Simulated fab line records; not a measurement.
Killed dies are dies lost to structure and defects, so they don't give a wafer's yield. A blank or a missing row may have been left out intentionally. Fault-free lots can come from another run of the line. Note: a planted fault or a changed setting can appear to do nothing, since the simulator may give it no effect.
Commonality check across tools | flow nand-harc | Lots sampled 12, wafers sampled 36

REASON FOR OPENING
Flagged at NHARC_A_SOURCE_PLATE_THK_MEAS_06: reading thk-nm, on 2 of 12 lots. No-fault wafers: 200.5 nm, standard deviation 2.5.
Rule: a lot is flagged in two cases, either no wafer of it has a number, or all its wafers with numbers fall more than 4 standard deviations from that mean. The rest of the lots are taken to be sound.

lot  | measured     | on            | thk-nm (nm), wafer by wafer | flag
L345 | day 7 10:28  | film-metro-02 | 200.9 199.7 198.9           |
L348 | day 8 02:59  | film-metro-01 | 204.5 202.3 200.2           |
L351 | day 8 19:26  | film-metro-02 | 202.8 202.5 204.4           |
L354 | day 9 18:38  | film-metro-02 | 50.8 51.8 51.5              | FLAGGED
L355 | day 9 18:38  | film-metro-01 | 49.6 47.9 49.1              | FLAGGED
L357 | day 10 20:43 | film-metro-02 | 200.0 197.2 198.6           |
L358 | day 10 20:43 | film-metro-01 | 197.5 197.4 197.1           |
L360 | day 11 03:22 | film-metro-02 | 200.6 205.7 203.1           |
L361 | day 11 10:40 | film-metro-01 | 195.4 197.0 194.5           |
L362 | day 11 17:21 | film-metro-01 | 204.1 205.0 203.5           |
L363 | day 11 17:21 | film-metro-02 | 199.7 198.4 198.4           |
L367 | day 13 03:56 | film-metro-02 | 203.4 202.9 205.2           |
The mean of the flagged lots' numbers is 50.1 nm, -150.4 nm from the usual (-60 standard deviations).

WHICH TOOL RAN EACH LOT
Before the reading, the record contains 3 process steps out of a 1159-step route. Every cell lists first the tool, next ch and the chambers used by the sampled wafers, and last the start.
lot  | flag    | NHARC_P_BONDPAD_ETCH_12                       | NHARC_P_BONDPAD_PRE_CLEAN_26            | NHARC_A_SOURCE_PLATE_CVD_03
L345 |         | rie-diel-06 ch 0,2, day 6 11:20 or earlier    | pvd-sputter-01, day 6 11:20 or earlier  | lpcvd-poly-04 ch 0, day 6 23:51
L348 |         | rie-diel-06 ch 2,3, day 7 04:09 or earlier    | pvd-sputter-03, day 7 04:09 or earlier  | lpcvd-poly-03 ch 0, day 7 16:43
L351 |         | rie-diel-06 ch 0,2,3, day 7 19:01 or earlier  | pvd-sputter-02, day 7 19:01 or earlier  | lpcvd-poly-03 ch 0, day 8 08:54
L354 | FLAGGED | rie-diel-06 ch 2,3, day 8 19:56 or earlier    | pvd-sputter-03, day 8 19:56 or earlier  | lpcvd-poly-04, day 9 06:17
L355 | FLAGGED | rie-diel-01 ch 1,2, day 8 17:54 or earlier    | pvd-sputter-02, day 8 17:54 or earlier  | lpcvd-poly-04, day 9 06:17
L357 |         | rie-diel-01 ch 0,1,2, day 9 21:58 or earlier  | pvd-sputter-01, day 9 21:58 or earlier  | lpcvd-poly-04 ch 0, day 10 10:10
L358 |         | rie-diel-01 ch 0,2, day 9 22:29 or earlier    | pvd-sputter-03, day 9 22:29 or earlier  | lpcvd-poly-04 ch 0, day 10 10:10
L360 |         | rie-diel-06 ch 1,2,3, day 10 04:22 or earlier | pvd-sputter-01, day 10 04:22 or earlier | lpcvd-poly-04 ch 0, day 10 16:46
L361 |         | rie-diel-06 ch 0,2, day 10 11:59 or earlier   | pvd-sputter-02, day 10 11:59 or earlier | lpcvd-poly-04 ch 0, day 11 00:02
L362 |         | rie-diel-06 ch 0,1,2, day 10 20:16 or earlier | pvd-sputter-03, day 10 20:16 or earlier | lpcvd-poly-03 ch 0, day 11 06:47
L363 |         | rie-diel-06 ch 0,2,3, day 10 18:47 or earlier | pvd-sputter-03, day 10 18:47 or earlier | lpcvd-poly-03 ch 0, day 11 06:47
L367 |         | rie-diel-08 ch 1,2,3, day 12 03:24 or earlier | pvd-sputter-03, day 12 03:24 or earlier | lpcvd-poly-01 ch 0, day 12 15:41
What is done by these steps:
- NHARC_P_BONDPAD_ETCH_12: etches the open film in CHF3/O2, target depth 200 nm, time 100 s.
- NHARC_P_BONDPAD_PRE_CLEAN_26: time 30 s.
- NHARC_A_SOURCE_PLATE_CVD_03: deposits poly-Si, target thk 200 nm, time 4000 s.
- NHARC_A_SOURCE_PLATE_THK_MEAS_06: measures by ellipsometry.

FLAGGED AGAINST TOTAL, ONE TOOL AT A TIME (gauges that did the reading follow at the end)
step                             | tool           | lots run | flagged | share of the flagged lots | sound lots run after its first flagged lot
NHARC_P_BONDPAD_ETCH_12          | rie-diel-01    | 3        | 1       | some                      | 2 (L357,L358)
NHARC_P_BONDPAD_ETCH_12          | rie-diel-06    | 8        | 1       | some                      | 4 (L360,L361,L363,L362)
NHARC_P_BONDPAD_ETCH_12          | rie-diel-08    | 1        | 0       | none                      | -
NHARC_P_BONDPAD_PRE_CLEAN_26     | pvd-sputter-01 | 3        | 0       | none                      | -
NHARC_P_BONDPAD_PRE_CLEAN_26     | pvd-sputter-02 | 3        | 1       | some                      | 1 (L361)
NHARC_P_BONDPAD_PRE_CLEAN_26     | pvd-sputter-03 | 6        | 1       | some                      | 4 (L358,L363,L362,L367)
NHARC_A_SOURCE_PLATE_CVD_03      | lpcvd-poly-01  | 1        | 0       | none                      | -
NHARC_A_SOURCE_PLATE_CVD_03      | lpcvd-poly-03  | 4        | 0       | none                      | -
NHARC_A_SOURCE_PLATE_CVD_03      | lpcvd-poly-04  | 7        | 2       | all                       | 4 (L357,L358,L360,L361)
NHARC_A_SOURCE_PLATE_THK_MEAS_06 | film-metro-01  | 5        | 1       | some                      | 3 (L358,L361,L362)
NHARC_A_SOURCE_PLATE_THK_MEAS_06 | film-metro-02  | 7        | 1       | some                      | 4 (L357,L360,L363,L367)
With no start given for some of its lots, NHARC_P_BONDPAD_ETCH_12 uses the hours and lot order of NHARC_A_START_INSPECT_01. With no start given for some of its lots, NHARC_P_BONDPAD_PRE_CLEAN_26 uses the hours and lot order of NHARC_A_START_INSPECT_01.

WHAT THE TABLE PERMITS
All flagged lots share 1 row of the table, namely lpcvd-poly-04 at NHARC_A_SOURCE_PLATE_CVD_03.
- lpcvd-poly-04 at NHARC_A_SOURCE_PLATE_CVD_03 ran 7 lots, 2 of them flagged. Sound lots followed the first flagged one (L357, L358, L360, L361) on it, something a lasting fault affecting the whole tool could not allow. On the flagged lots its readings are blank where sound lots have values: pressure-mtorr, run-length-s, spike-tc-upper-C.
Every row of the table either missed a flagged lot or ran a sound lot after the first.

WHAT THE SIMULATOR HAD PUT IN
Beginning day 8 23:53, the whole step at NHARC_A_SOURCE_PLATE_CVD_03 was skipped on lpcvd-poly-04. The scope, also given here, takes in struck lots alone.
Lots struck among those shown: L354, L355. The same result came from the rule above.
